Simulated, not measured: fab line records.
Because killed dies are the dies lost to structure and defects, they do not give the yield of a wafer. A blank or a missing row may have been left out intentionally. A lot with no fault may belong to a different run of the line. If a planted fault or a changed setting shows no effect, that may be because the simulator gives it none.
Struck lot and sound lot, side by side | flow n5_finfet | 36 out of 1938 route steps
Sound: the wafers L801.2, L801.4, L801.6. Struck: wafers L811.5, L811.6 (left out: L811.3, a lot-mate that was not struck); the cause follows at the end.
At each step with rows: each side's tool, then ch and its chambers, then its first start. Under that, the readings that differ: sound wafers | struck wafers | difference of the means | sigmas: that difference in standard deviations of wafers without a fault.
alike: readings whose means differ by less than 2 such deviations, and words and numbers that are the same on both sides. not compared: withheld readings, readings that some wafer has no value for, bounds like >300 that may hide the same value, and numbers for which the record gives no deviation and whose values overlap.
Wherever a step has rows on one side only, a row that says differs or no value, or a row with sigmas, the two part there. Numbers that don't overlap but have no deviation are shown without sigmas and don't part them. Lack of a reading on every wafer of one side parts them only where that side has two or more wafers.

first, 9 steps without rows for these wafers: N5_SD_EPI_N_SOFTBAKE_04 (time 60 s); N5_SD_EPI_N_EXPOSE_06 (exposes mask SD N BLK, target cd 120 nm); N5_SD_EPI_N_PEB_07 (peb time 60 s); N5_SD_EPI_N_DEVELOP_08 (develop time 30 s); N5_SD_EPI_N_DESCUM_14 (chemistry O2, time 7.9 s); N5_SD_EPI_N_ETCH_34 (etches SiARC in CF4, target depth 45.5 nm, time 75.8 s); N5_SD_EPI_N_ETCH_35 (etches SOC in N2/H2, overetch 108 nm, time 486 s); N5_SD_EPI_N_STRIP_36 (strips in N2/H2); N5_SD_EPI_N_ETCHBACK_44 (etches SiNx in CH3F/O2, stops on SiO2, target depth 14.5 nm).
N5_SD_EPI_N_ETCH_45: etches SiOCN in CH3F/O2, target depth 6 nm.
  sound on rie_diel-04 ch 1,2, day 4 02:36; struck on rie_diel-04 ch 1,3, day 6 13:46
  reading                  | sound             | struck      | difference | sigmas
  model.etch.depth_nm (nm) | 5.786 5.813 5.801 | 2.772 2.572 | -3.128     |
  alike: CH3F_flow_sccm, drypump_motor_current_A, oes_product_au, rf_vpp_V, showerhead_plenum_p_Torr, throttle_valve_pct
  not compared: rf_hours_counter_h
then, 24 steps without rows for these wafers: N5_SD_EPI_N_ETCH_16 (etches SiO2 in CHF3/O2, target depth 5 nm); N5_SD_EPI_N_STRIP_47 (strips in CHF3/O2); N5_SD_EPI_N_SD_RECESS_17 (chemistry HBr/Cl2/O2, target depth 41 nm, time 23.7 s, bt time 3 s); N5_SD_EPI_N_STRIP_38 (strips in N2/H2); N5_SD_EPI_N_WET_ETCH_43 (etches SiO2 in dHF, time 14 s, target depth 1.5 nm); N5_SD_EPI_N_STRIP_18 (strips in SPM, time 750 s); N5_SD_EPI_N_SRD_20 (time 30 s); N5_SD_EPI_N_PRECLEAN_48 (cleans in NF3:NH3, afs cycles 2, time 20 s, sublimation time 60 s); N5_SD_EPI_N_VAPOR_ETCH_50 (etches Si in HCl, time 54 s); N5_SD_EPI_N_EPI_21 (deposits Si:P, time 690 s); N5_SD_EPI_N_PRECLEAN_24 (cleans in O3/DIW, time 60 s); N5_SD_EPI_N_SRD_25 (time 30 s); N5_SD_EPI_N_PRECLEAN_49 (cleans in NF3:NH3, afs cycles 1, time 20 s, sublimation time 60 s); N5_SD_EPI_N_LINER_46 (material SiNx, target thk 3 nm); N5_SD_EPI_P_COAT_34 (time 60 s, resist thk 350 nm); N5_SD_EPI_P_COAT_35 (time 60 s, resist thk 35 nm); N5_SD_EPI_P_COAT_03 (resist thk 150 nm); N5_SD_EPI_P_EBR_05; N5_SD_EPI_P_SOFTBAKE_04 (time 60 s); N5_SD_EPI_P_EXPOSE_06 (exposes mask SD P BLK, target cd 240 nm); N5_SD_EPI_P_PEB_07 (peb time 60 s); N5_SD_EPI_P_DEVELOP_08 (develop time 30 s); N5_SD_EPI_P_DESCUM_14 (chemistry O2, time 7.9 s); N5_SD_EPI_P_ETCH_36 (etches SiARC in CF4, target depth 45.5 nm, time 75.8 s).
-- here the record skips 5 days between the struck wafers' starts before and after, leaving off in module SD_EPI_P and picking up in module BEOL_M4 (first step shown: number 1111 of the route) --
N5_BEOL_M4_RC_MEAS_101:
  sound on prober-01 ch 0, day 8 17:40; struck on prober-01 ch 0, day 11 16:41
  reading       | sound          | struck    | difference | sigmas
  DIBL_N (mV/V) | 33.6 41.9 38.1 | 31.9 33.9 | -5.0       | -2
  SS_N (mV/dec) | 70.5 73.3 72.4 | 70.5 70.2 | -1.7       | -2
  VT_P (mV)     | -252 -244 -249 | -255 -256 | -7         | -2
  alike: DIBL_P, IOFF_N, IOFF_P, ION_N, ION_P, REXT_N, SS_P, VT_N
-- a jump in the record: the struck wafers' starts before and after are 5 days apart (it breaks off in module BEOL_M4 and resumes in module PASSIVATION, where the first step shown is number 1936 of the route) --
N5_PASSIVATION_PROBE_49:
  sound on prober-02 at day 13 03:32; struck on prober-02 at day 16 13:49
  alike: defect_limited_yield, killed_at_M0_to_M3, killed_at_M4_up, killed_at_contacts, killed_at_front_end, killed_at_other, killed_dies, killed_open, killed_short, sort_bin_4_leakage, sort_bin_5_function, sort_bin_6_memory, sort_n_pass, sort_yield_pct

## WHERE THEY PART
Only at N5_BEOL_M4_RC_MEAS_101, as far as this record shows. Later steps at which nothing parts them and some readings are alike: N5_PASSIVATION_PROBE_49.

WHY: what had been put in by the simulator
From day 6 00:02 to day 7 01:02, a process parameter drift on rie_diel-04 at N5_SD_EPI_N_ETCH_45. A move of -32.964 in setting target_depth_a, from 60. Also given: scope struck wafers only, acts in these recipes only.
